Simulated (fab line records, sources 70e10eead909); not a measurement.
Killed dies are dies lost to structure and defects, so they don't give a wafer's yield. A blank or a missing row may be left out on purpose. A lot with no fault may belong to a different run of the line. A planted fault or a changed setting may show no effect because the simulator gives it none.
fab line records | flow nand-harc
record: lots: 13 | wafers: 39 | last-day: 24
route steps=1159 shown P_GATE@204 P_CONTACT@219 END@1159
lots untouched by any fault: they come from a run of this same line in which no faults occurred
start-h: start of the lot's first displayed wafer, in hours after the record's first day | wait-h: time in hours since the lot's previous step | " as in the row above | L1.1+2: one row covering several wafers at once | - either no value or no given start | * or withheld: withheld | < > ~ a bound
route shown NAME@n: a module of which the file shows steps, and the number in the route of the first | usual: mean and standard deviation over wafers with no fault | same: alike in all rows | chamber/n: place in a boat | sites: per-site readings | _std_site: their standard deviation | _edge_site: inner sites' mean taken away from outer sites' mean | radius-mm: how far each site lies from the wafer's centre | mask NAME#n: copy n | behind: the most recent tool/chamber to have shaped the wafer | hold: what put the lot on hold/how long, in hours/how the hold closed | device: which transistor (n, p or np) failed to switch | end of line: tests of these same wafers at the route's end | step lacking rows: just its recipe | killed: not the wafer's yield, but the dies lost to structure and defects at the first sort | map: shows each die of a wafer: x if killed, . if not, _ if none is there
set.NAME: the setting as run; set.NAME@STEP: as run at that earlier step | model.NAME: the simulator's own value behind a step, which no gauge read
a sample of lots followed through the steps of the route, with each step as a table and each wafer as a row
services: when a tool's chamber went out of use (start-h, in hours from the record's first day, below 0 if earlier), for how many hours, and the reason
== steps ==
step: NHARC_P_GATE_STRIP_113
recipe: power-w: 1500 | temp-c: 110 | time-s: 740 | chemistry: N2/H2
usual: drypump-motor-current-A: 5.7/0.59 | heater-power-w: 93/5.3
lot.wafer | tool            | chamber | start-h | wait-h | drypump-motor-current-A | heater-power-w | rf-hours-counter-h
L253.1    | plasma-asher-02 | 1       | 113.76  | 0.3    | 5.1                     | 94             | 36
L253.3    | "               | 0       | "       | "      | 6.4                     | 99             | -
L253.4    | "               | 1       | "       | "      | 5.1                     | 95             | -
L256.2    | plasma-asher-02 | 0       | 124.08  | 0.3    | 6.4                     | 100            | 39
L256.4    | "               | 1       | "       | "      | 5.2                     | 94             | -
L256.3    | "               | 0       | "       | "      | 6.4                     | 100            | -
L257.4    | plasma-asher-01 | 1       | 124.77  | 0.4    | 6.2                     | 93             | -
L257.3    | "               | 0       | "       | "      | 5.2                     | 82             | -
L257.6    | "               | 0       | "       | "      | 5.2                     | 84             | -
L259.2    | plasma-asher-02 | 1       | 143.07  | 0.2    | 5.2                     | 92             | 46
L259.6    | "               | 1       | "       | "      | 5.1                     | 94             | -
L259.5    | "               | 0       | "       | "      | 6.4                     | 99             | -
L260.2    | plasma-asher-02 | 0       | 147.70  | 0.2    | 6.4                     | 101            | 47
L260.4    | "               | 0       | "       | "      | 6.4                     | 99             | -
L260.3    | "               | 1       | "       | "      | 5.1                     | 96             | -
L263.1    | plasma-asher-02 | 0       | 170.96  | 0.2    | 6.4                     | 101            | 55
L263.2    | "               | 1       | "       | "      | 5.1                     | 93             | 55
L263.3    | "               | 0       | "       | "      | 6.4                     | 102            | -
L266.1    | plasma-asher-01 | 0       | 183.77  | 0.8    | 5.2                     | 84             | 25
L266.3    | "               | 0       | "       | "      | 5.2                     | 83             | -
L266.5    | "               | 0       | "       | "      | 5.2                     | 82             | -
L264.3    | plasma-asher-01 | 0       | 186.67  | 0.5    | 5.2                     | 80             | -
L264.6    | "               | 1       | "       | "      | 6.2                     | 94             | -
L264.5    | "               | 0       | "       | "      | 5.2                     | 84             | -
L268.1    | plasma-asher-02 | 0       | 202.75  | 0.3    | 6.4                     | 93             | 2
L268.4    | "               | 0       | "       | "      | 6.4                     | 94             | -
L268.5    | "               | 0       | "       | "      | 6.4                     | 93             | -
L269.1    | plasma-asher-02 | 0       | 205.67  | 0.3    | 6.4                     | 96             | 4
L269.4    | "               | 0       | "       | "      | 6.4                     | 95             | -
L269.5    | "               | 1       | "       | "      | 5.1                     | 96             | -
L267.2    | plasma-asher-02 | 0       | 209.16  | 0.2    | 6.4                     | 96             | 5
L267.1    | "               | 1       | "       | "      | 5.1                     | 94             | 5
L267.3    | "               | 0       | "       | "      | 6.3                     | 96             | -
L270.1    | plasma-asher-02 | 0       | 210.62  | 0.3    | 6.4                     | 96             | 6
L270.3    | "               | 1       | "       | "      | 5.1                     | 99             | -
L270.6    | "               | 0       | "       | "      | 6.4                     | 95             | -
L276.2    | plasma-asher-02 | 1       | 239.22  | 0.2    | 5.1                     | 97             | 17
L276.3    | "               | 1       | "       | "      | 5.1                     | 99             | -
L276.6    | "               | 1       | "       | "      | 5.1                     | 95             | -
step: NHARC_P_CONTACT_CMP_01
recipe: target-thk-nm: 200 | material: SiO2
usual: edge-zone-pressure-frac: 0.999/0.005 | motor-current-A: 12.1/1.1
lot.wafer | tool   | chamber | start-h | wait-h | edge-zone-pressure-frac | motor-current-A
L253.1    | cmp-02 | 0       | 117.16  | -      | 1.001                   | 12.5
L253.4    | "      | 1       | "       | "      | 1.009                   | 12.6
L253.3    | "      | 2       | "       | "      | 1.000                   | 11.6
L256.4    | cmp-04 | 1       | 127.30  | -      | 0.995                   | 13.1
L256.3    | "      | 2       | "       | "      | 1.002                   | 9.7
L256.2    | "      | 0       | "       | "      | 0.997                   | 12.1
L257.3    | cmp-03 | 1       | 127.91  | -      | 1.004                   | 12.9
L257.4    | "      | 3       | "       | "      | 1.001                   | 13.7
L257.6    | "      | 2       | "       | "      | 0.998                   | 12.5
L259.2    | cmp-03 | 3       | 146.58  | -      | 1.006                   | 12.7
L259.6    | "      | 0       | "       | "      | 0.997                   | 11.2
L259.5    | "      | 1       | "       | "      | 1.000                   | 12.8
L260.4    | cmp-02 | 1       | 151.04  | -      | 1.001                   | 13.4
L260.3    | "      | 2       | "       | "      | 0.994                   | 11.4
L260.2    | "      | 0       | "       | "      | 1.009                   | 12.0
L263.2    | cmp-03 | 3       | 174.31  | -      | 0.993                   | 13.2
L263.3    | "      | 1       | "       | "      | 0.994                   | 11.8
L263.1    | "      | 2       | "       | "      | 0.997                   | 12.3
L266.3    | cmp-04 | 0       | 187.20  | -      | 0.994                   | 12.5
L266.1    | "      | 1       | "       | "      | 1.009                   | 13.1
L266.5    | "      | 3       | "       | "      | 0.991                   | 13.6
L264.3    | cmp-03 | 0       | 189.86  | -      | 1.011                   | 11.3
L264.6    | "      | 0       | "       | "      | 1.000                   | 11.1
L264.5    | "      | 1       | "       | "      | 1.003                   | 12.9
L268.1    | cmp-03 | 2       | 206.36  | -      | 0.995                   | 12.2
L268.4    | "      | 3       | "       | "      | 1.004                   | 12.8
L268.5    | "      | 1       | "       | "      | 0.997                   | 13.5
L269.1    | cmp-03 | 2       | 209.14  | -      | 1.001                   | 11.9
L269.4    | "      | 3       | "       | "      | 1.005                   | 13.4
L269.5    | "      | 1       | "       | "      | 0.992                   | 12.3
L267.2    | cmp-03 | 3       | 212.63  | -      | 0.994                   | 14.2
L267.1    | "      | 1       | "       | "      | 1.005                   | 12.5
L267.3    | "      | 2       | "       | "      | 1.006                   | 12.3
L270.3    | cmp-02 | 0       | 214.12  | -      | 1.007                   | 11.8
L270.1    | "      | 2       | "       | "      | 1.005                   | 11.1
L270.6    | "      | 0       | "       | "      | 1.015                   | 11.8
L276.3    | cmp-04 | 1       | 242.64  | -      | 0.998                   | 13.7
L276.2    | "      | 3       | "       | "      | 0.993                   | 12.8
L276.6    | "      | 0       | "       | "      | 0.999                   | 12.0
step: NHARC_P_CONTACT_INSPECT_14
usual: raw-defect-count: 3.6/1.9
lot.wafer | tool              | chamber | start-h | wait-h | raw-defect-count
L253.1    | defect-inspect-01 | -       | 118.12  | 0.0    | 6
L253.3    | "                 | -       | "       | "      | 4
L253.4    | "                 | -       | "       | "      | 5
L256.2    | defect-inspect-01 | -       | 128.27  | 0.0    | 2
L256.3    | "                 | -       | "       | "      | 4
L256.4    | "                 | -       | "       | "      | 5
L257.3    | defect-inspect-02 | -       | 128.87  | 0.0    | 3
L257.4    | "                 | -       | "       | "      | 2
L257.6    | "                 | -       | "       | "      | 4
L259.2    | defect-inspect-01 | -       | 147.46  | 0.0    | 2
L259.5    | "                 | -       | "       | "      | 4
L259.6    | "                 | -       | "       | "      | 3
L260.2    | defect-inspect-02 | -       | 151.99  | 0.0    | 3
L260.3    | "                 | -       | "       | "      | 2
L260.4    | "                 | -       | "       | "      | 4
L263.1    | defect-inspect-01 | -       | 175.26  | 0.0    | 2
L263.2    | "                 | -       | "       | "      | 3
L263.3    | "                 | -       | "       | "      | 4
L266.1    | defect-inspect-02 | -       | 188.13  | 0.0    | 3
L266.3    | "                 | -       | "       | "      | 1
L266.5    | "                 | -       | "       | "      | 3
L264.3    | defect-inspect-02 | -       | 190.82  | 0.0    | 4
L264.5    | "                 | -       | "       | "      | 4
L264.6    | "                 | -       | "       | "      | 3
L268.1    | defect-inspect-02 | -       | 207.26  | 0.0    | 810
L268.4    | "                 | -       | "       | "      | 865
L268.5    | "                 | -       | "       | "      | 823
L269.1    | defect-inspect-01 | -       | 209.92  | 0.0    | 875
L269.4    | "                 | -       | "       | "      | 873
L269.5    | "                 | -       | "       | "      | 795
L267.1    | defect-inspect-02 | -       | 213.59  | 0.0    | 805
L267.2    | "                 | -       | "       | "      | 858
L267.3    | "                 | -       | "       | "      | 837
L270.1    | defect-inspect-02 | -       | 214.96  | 0.0    | 5
L270.3    | "                 | -       | "       | "      | 5
L270.6    | "                 | -       | "       | "      | 2
L276.2    | defect-inspect-02 | -       | 243.46  | 0.0    | 8
L276.3    | "                 | -       | "       | "      | 7
L276.6    | "                 | -       | "       | "      | 3
step: NHARC_P_CONTACT_ETCH_31
recipe: target-depth-a: 300 | time-s: 85.7 | ion-energy-ev: 120 | over-etch-frac: 1 | ch3f-flow-sccm: 50 | o2-flow-sccm: 30 | ar-flow-sccm: 200 | rf-w: 500 | bias-w: 100 | chemistry: CH3F/O2
usual: drypump-motor-current-A: 5.76/0.26 | oes-product-au: 0.977/0.015 | rf-vpp-V: 243.9/1.4 | showerhead-plenum-p-Torr: 2.43/0.078 | throttle-valve-pct: 20.662/0.0086
lot.wafer | tool        | chamber | start-h | wait-h | drypump-motor-current-A | oes-product-au | rf-hours-counter-h | rf-vpp-V | showerhead-plenum-p-Torr | throttle-valve-pct
L253.3    | rie-diel-08 | 0       | -       | -      | 5.99                    | 0.983          | 18                 | 243.9    | 2.47                     | 20.667
L253.1    | "           | 1       | "       | "      | 5.37                    | 0.985          | 13                 | 243.9    | 2.46                     | 20.664
L253.4    | "           | 3       | "       | "      | 5.58                    | 0.980          | 18                 | 244.7    | 2.42                     | 20.659
L256.2    | rie-diel-11 | 0       | -       | -      | 6.07                    | 0.985          | 37                 | 243.1    | 2.36                     | 20.655
L256.4    | "           | 1       | "       | "      | 5.65                    | 0.980          | 37                 | 247.4    | 2.55                     | 20.676
L256.3    | "           | 2       | "       | "      | 6.38                    | 0.980          | 32                 | 243.0    | 2.40                     | 20.666
L257.4    | rie-diel-11 | 2       | -       | -      | 6.44                    | 0.966          | 32                 | 245.0    | 2.40                     | 20.666
L257.3    | "           | 0       | "       | "      | 6.06                    | 0.980          | 37                 | 242.4    | 2.36                     | 20.687
L257.6    | "           | 3       | "       | "      | 5.99                    | 0.963          | -                  | 243.9    | 2.43                     | 20.662
L259.2    | rie-diel-08 | 1       | -       | -      | 5.37                    | 0.994          | 2                  | 246.0    | 2.46                     | 20.673
L259.6    | "           | 0       | "       | "      | 5.97                    | 0.987          | -                  | 244.2    | 2.47                     | 20.665
L259.5    | "           | 1       | "       | "      | 5.38                    | 0.979          | -                  | 244.4    | 2.46                     | 20.662
L260.4    | rie-diel-08 | 2       | -       | -      | 6.06                    | 0.989          | 2                  | 241.1    | 2.32                     | 20.659
L260.3    | "           | 3       | "       | "      | 5.60                    | 0.980          | 2                  | 244.1    | 2.42                     | 20.658
L260.2    | "           | 0       | "       | "      | 5.97                    | 0.978          | 2                  | 243.1    | 2.47                     | 20.660
L263.2    | rie-diel-08 | 1       | -       | -      | 5.36                    | 0.981          | 5                  | 242.9    | 2.46                     | 20.650
L263.3    | "           | 3       | "       | "      | 5.58                    | 0.968          | 5                  | 242.2    | 2.41                     | 20.653
L263.1    | "           | 0       | "       | "      | 5.98                    | 0.972          | 5                  | 244.4    | 2.47                     | 20.646
L266.3    | rie-diel-04 | 1       | -       | -      | 5.71                    | 0.973          | 6                  | 244.5    | 2.33                     | 20.674
L266.1    | "           | 0       | "       | "      | 5.63                    | 0.992          | 6                  | 245.1    | 2.55                     | 20.655
L266.5    | "           | 3       | "       | "      | 5.86                    | 0.962          | -                  | 243.4    | 2.34                     | 20.655
L264.3    | rie-diel-08 | 3       | -       | -      | 5.56                    | 0.985          | 6                  | 244.9    | 2.41                     | 20.667
L264.6    | "           | 3       | "       | "      | 5.57                    | 0.978          | -                  | 243.6    | 2.41                     | 20.676
L264.5    | "           | 0       | "       | "      | 6.02                    | 0.964          | -                  | 244.3    | 2.47                     | 20.654
L268.4    | rie-diel-04 | 1       | -       | -      | 5.70                    | 0.988          | 8                  | 242.6    | 2.33                     | 20.661
L268.1    | "           | 3       | "       | "      | 5.87                    | 0.976          | 8                  | 243.1    | 2.34                     | 20.648
L268.5    | "           | 0       | "       | "      | 5.67                    | 1.011          | -                  | 245.3    | 2.55                     | 20.654
L269.1    | rie-diel-08 | 3       | -       | -      | 5.58                    | 0.972          | 8                  | 242.4    | 2.41                     | 20.649
L269.4    | "           | 2       | "       | "      | 6.02                    | 0.977          | 8                  | 242.2    | 2.32                     | 20.664
L269.5    | "           | 3       | "       | "      | 5.58                    | 0.971          | -                  | 244.4    | 2.41                     | 20.667
L267.1    | rie-diel-04 | 0       | -       | -      | 5.70                    | 1.009          | 8                  | 246.6    | 2.55                     | 20.661
L267.3    | "           | 1       | "       | "      | 5.69                    | 0.992          | 8                  | 242.3    | 2.33                     | 20.664
L267.2    | "           | 3       | "       | "      | 5.86                    | 0.960          | 9                  | 241.2    | 2.34                     | 20.649
L270.3    | rie-diel-04 | 0       | -       | -      | 5.66                    | 1.013          | 8                  | 244.7    | 2.55                     | 20.651
L270.1    | "           | 1       | "       | "      | 5.73                    | 0.990          | 9                  | 242.3    | 2.33                     | 20.648
L270.6    | "           | 2       | "       | "      | 5.57                    | 0.960          | -                  | 246.8    | 2.55                     | 20.664
L276.2    | rie-diel-11 | 0       | -       | -      | 6.08                    | 0.981          | 14                 | 242.9    | 2.35                     | 20.647
L276.3    | "           | 2       | "       | "      | 6.45                    | 0.994          | 16                 | 242.2    | 2.38                     | 20.648
L276.6    | "           | 0       | "       | "      | 6.05                    | 0.993          | -                  | 242.8    | 2.35                     | 20.681
step: NHARC_END_SORT_01
recipe: temp-c: 25
usual: killed-at-array: 29/11 | killed-at-other: 0.6/1 | killed-at-periphery: 3.1/2.1 | killed-dies: 33/11 | killed-open: 3.1/1.9 | killed-short: 1.9/1.5
same: gross-dies: 677
lot.wafer | tool      | chamber | start-h | wait-h | killed-at-array | killed-at-other | killed-at-periphery | killed-dies | killed-open | killed-short
L263.1    | prober-01 | 0       | 515.52  | 2.5    | 18              | 0               | 3                   | 21          | 5           | 1
L263.2    | prober-01 | 0       | 516.33  | 2.8    | 27              | 0               | 1                   | 28          | 10          | 2
L263.3    | prober-01 | 0       | 517.15  | 3.1    | 14              | 0               | 4                   | 18          | 5           | 1
L266.1    | prober-02 | 0       | 523.41  | 2.5    | 28              | 2               | 2                   | 32          | 2           | 3
L266.3    | prober-02 | 0       | 525.04  | 3.1    | 26              | 2               | 2                   | 30          | 1           | 2
L266.5    | prober-02 | 0       | 526.66  | 3.8    | 27              | 2               | 4                   | 33          | 2           | 0
L267.1    | prober-01 | 0       | 538.40  | 2.5    | 33              | 1               | 445                 | 479         | 2           | 0
L267.2    | prober-01 | 0       | 539.20  | 2.8    | 23              | 0               | 461                 | 484         | 0           | 1
L267.3    | prober-01 | 0       | 540.00  | 3.1    | 29              | 0               | 457                 | 486         | 2           | 1
L269.1    | prober-02 | 0       | 539.21  | 2.5    | 20              | 0               | 480                 | 500         | 4           | 2
L269.4    | prober-02 | 0       | 541.63  | 3.4    | 15              | 0               | 482                 | 497         | 1           | 1
L269.5    | prober-02 | 0       | 542.43  | 3.7    | 25              | 0               | 439                 | 464         | 1           | 3
L268.1    | prober-01 | 0       | 546.17  | 2.5    | 14              | 0               | 453                 | 467         | 0           | 0
L268.4    | prober-01 | 0       | 548.55  | 3.4    | 22              | 0               | 458                 | 480         | 0           | 2
L268.5    | prober-01 | 0       | 549.34  | 3.7    | 23              | 1               | 454                 | 478         | 2           | 4
killed by level:class
L263.1 A_CHANNEL_HOLE_D1:chamber-film-flake=7 A_CHANNEL_FILL_D1:geometric-particle:open=2 A_ZERO_WELL:chamber-film-flake=2 A_CONTACT:chamber-film-flake=2 P_CONTACT:geometric-particle:short=1 P_M2:geometric-particle:open=1 A_ONON_D1:geometric-particle:open=1 A_CONTACT:geometric-particle:open=1
L263.2 A_CHANNEL_HOLE_D1:chamber-film-flake=6 A_STAIRCASE:chamber-film-flake=4 A_CONTACT:geometric-particle:open=3 A_CHANNEL_FILL_D1:geometric-particle:open=2 A_WL_FILL:chamber-film-flake=2 A_CONTACT:chamber-film-flake=2 A_ONON_D1:geometric-particle:open=1 A_ONON_D1:geometric-particle:short=1
L263.3 A_CHANNEL_HOLE_D1:chamber-film-flake=5 A_CONTACT:chamber-film-flake=2 P_GATE:geometric-particle:open=1 P_CONTACT:geometric-particle:open=1 A_ONON_D1:geometric-particle:short=1 A_CHANNEL_HOLE_D1:geometric-particle:open=1 A_CHANNEL_FILL_D1:geometric-particle:open=1 A_WL_FILL:geometric-particle:open=1
L266.1 A_CHANNEL_HOLE_D1:chamber-film-flake=19 A_ZERO_WELL:chamber-film-flake=2 A_STAIRCASE:chamber-film-flake=2 THIN_TSV:chamber-film-flake=2 A_ONON_D1:geometric-particle:short=1 A_SGD_CUT:geometric-particle:short=1 A_WL_FILL:geometric-particle:open=1 A_CONTACT:geometric-particle:short=1
L266.3 A_CHANNEL_HOLE_D1:chamber-film-flake=19 P_M1:chamber-film-flake=2 A_ZERO_WELL:chamber-film-flake=2 A_STAIRCASE:chamber-film-flake=2 THIN_TSV:chamber-film-flake=2 A_ONON_D1:geometric-particle:short=1 A_BLC:geometric-particle:open=1 A_M1:geometric-particle:short=1
L266.5 A_CHANNEL_HOLE_D1:chamber-film-flake=21 P_M1:chamber-film-flake=3 A_STAIRCASE:chamber-film-flake=3 THIN_TSV:chamber-film-flake=2 A_ONON_D1:geometric-particle:open=1 A_CONTACT:geometric-particle:open=1 P_M2:chamber-film-flake=1 A_CONTACT:chamber-film-flake=1
L267.1 P_CONTACT:unspecified=445 A_SLIT:chamber-film-flake=17 A_CHANNEL_HOLE_D1:chamber-film-flake=10 A_STAIRCASE:chamber-film-flake=2 A_BLC:chamber-film-flake=2 A_CONTACT:geometric-particle:open=1 STARTING-WAFER:geometric-particle:open=1 A_CONTACT:chamber-film-flake=1
L267.2 P_CONTACT:unspecified=460 A_CHANNEL_HOLE_D1:chamber-film-flake=12 A_SLIT:chamber-film-flake=7 A_BLC:chamber-film-flake=2 A_CONTACT:chamber-film-flake=2 P_CONTACT:geometric-particle:short=1
L269.1 P_CONTACT:unspecified=477 A_SLIT:chamber-film-flake=8 A_CHANNEL_HOLE_D1:chamber-film-flake=3 A_BLC:geometric-particle:open=2 A_STAIRCASE:chamber-film-flake=2 P_CONTACT:geometric-particle:short=1 P_M0:geometric-particle:open=1 A_CHANNEL_FILL_D1:geometric-particle:open=1
L267.3 P_CONTACT:unspecified=457 A_CHANNEL_HOLE_D1:chamber-film-flake=11 A_SLIT:chamber-film-flake=5 A_CONTACT:chamber-film-flake=5 A_STAIRCASE:chamber-film-flake=4 A_CHANNEL_HOLE_D1:geometric-particle:short=1 A_CHANNEL_FILL_D1:geometric-particle:open=1 A_CONTACT:geometric-particle:open=1
L269.4 P_CONTACT:unspecified=481 A_SLIT:chamber-film-flake=7 A_STAIRCASE:chamber-film-flake=4 A_CONTACT:chamber-film-flake=2 P_STI:geometric-particle:short=1 A_CONTACT:geometric-particle:open=1 A_CHANNEL_HOLE_D1:chamber-film-flake=1
L269.5 P_CONTACT:unspecified=436 A_SLIT:chamber-film-flake=10 A_STAIRCASE:chamber-film-flake=3 A_CHANNEL_HOLE_D1:chamber-film-flake=3 A_BLC:chamber-film-flake=3 P_M2:chamber-film-flake=2 A_CONTACT:chamber-film-flake=2 P_CONTACT:geometric-particle:short=1
L268.1 P_CONTACT:unspecified=453 A_CHANNEL_HOLE_D1:chamber-film-flake=12 A_CONTACT:chamber-film-flake=1 A_STAIRCASE:chamber-film-flake=1
L268.4 P_CONTACT:unspecified=458 A_CHANNEL_HOLE_D1:chamber-film-flake=12 A_CONTACT:chamber-film-flake=6 A_STAIRCASE:chamber-film-flake=2 A_CHANNEL_FILL_D1:geometric-particle:short=1 A_WL_FILL:geometric-particle:short=1
L268.5 P_CONTACT:unspecified=452 A_CHANNEL_HOLE_D1:chamber-film-flake=14 A_STAIRCASE:chamber-film-flake=3 A_M0:geometric-particle:short=2 A_CHANNEL_HOLE_D1:geometric-particle:short=1 A_CONTACT:geometric-particle:short=1 A_M0:geometric-particle:open=1 P_STI:chamber-film-flake=1
== services ==
tool            | chamber | start-h | hours | kind
rie-diel-11     | 1       | 95.68   | 3.4   | repair
plasma-asher-01 | -       | 99.00   | 9.0   | pm
rie-diel-11     | -       | 103.09  | 0.9   | repair
cmp-04          | -       | 105.01  | 4.0   | pm
rie-diel-04     | -       | 111.90  | 9.0   | pm
cmp-04          | -       | 120.38  | 0.9   | repair
rie-diel-08     | -       | 124.80  | 9.0   | pm
cmp-02          | -       | 128.61  | 4.0   | pm
cmp-03          | -       | 156.22  | 4.0   | pm
rie-diel-08     | 2       | 175.06  | 6.6   | repair
plasma-asher-02 | -       | 183.00  | 9.0   | pm
cmp-02          | -       | 185.38  | 1.0   | repair
rie-diel-04     | 2       | 185.65  | 9.5   | repair
rie-diel-08     | 3       | 188.22  | 1.2   | repair
rie-diel-11     | -       | 189.53  | 9.0   | pm
rie-diel-04     | -       | 189.96  | 0.5   | repair
rie-diel-04     | 0       | 190.58  | 9.3   | repair
plasma-asher-01 | -       | 194.09  | 2.6   | repair
cmp-04          | -       | 196.04  | 1.2   | repair
cmp-04          | -       | 199.58  | 1.4   | repair
rie-diel-08     | 1       | 202.74  | 2.6   | repair
cmp-04          | -       | 203.01  | 4.0   | pm
cmp-03          | -       | 233.60  | 3.9   | repair
rie-diel-04     | 1       | 240.11  | 6.5   | repair
== key ==
first-sign: step: NHARC_P_CONTACT_INSPECT_14 | reading: raw-defect-count | direction: up | sigmas: 99+ | usual: 3.6 | struck: 837.9
effect: step: NHARC_END_SORT_01 | reading: killed-at-periphery | direction: up | sigmas: 99+ | usual: 3.1 | struck: 458.8
more-kills-born-at: NHARC_P_CONTACT_CMP_01@cmp-03: 4119
met-at NHARC_P_CONTACT_CMP_01
struck-lots L267,L268,L269
tester-left-out L267,L268,L269
not-acting-at NHARC_P_GATE_STRIP_113,NHARC_P_CONTACT_ETCH_31
onset-between 189.86 206.36
fault: kind: chamber-particle-source | tool: cmp-03 | chamber: - | onset-h: 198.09 | steps: NHARC_P_CONTACT_CMP_01 | rate-per-visit-cm2: 1.2942 | end-h: 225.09
tester-left-out: of these lots the tester's yield and bins aren't shown, on N5 and GAA mostly nor the transistor test; their killed dies are dies lost to structure and defects alone, not to doping, threshold or leakage, so they don't give the yield
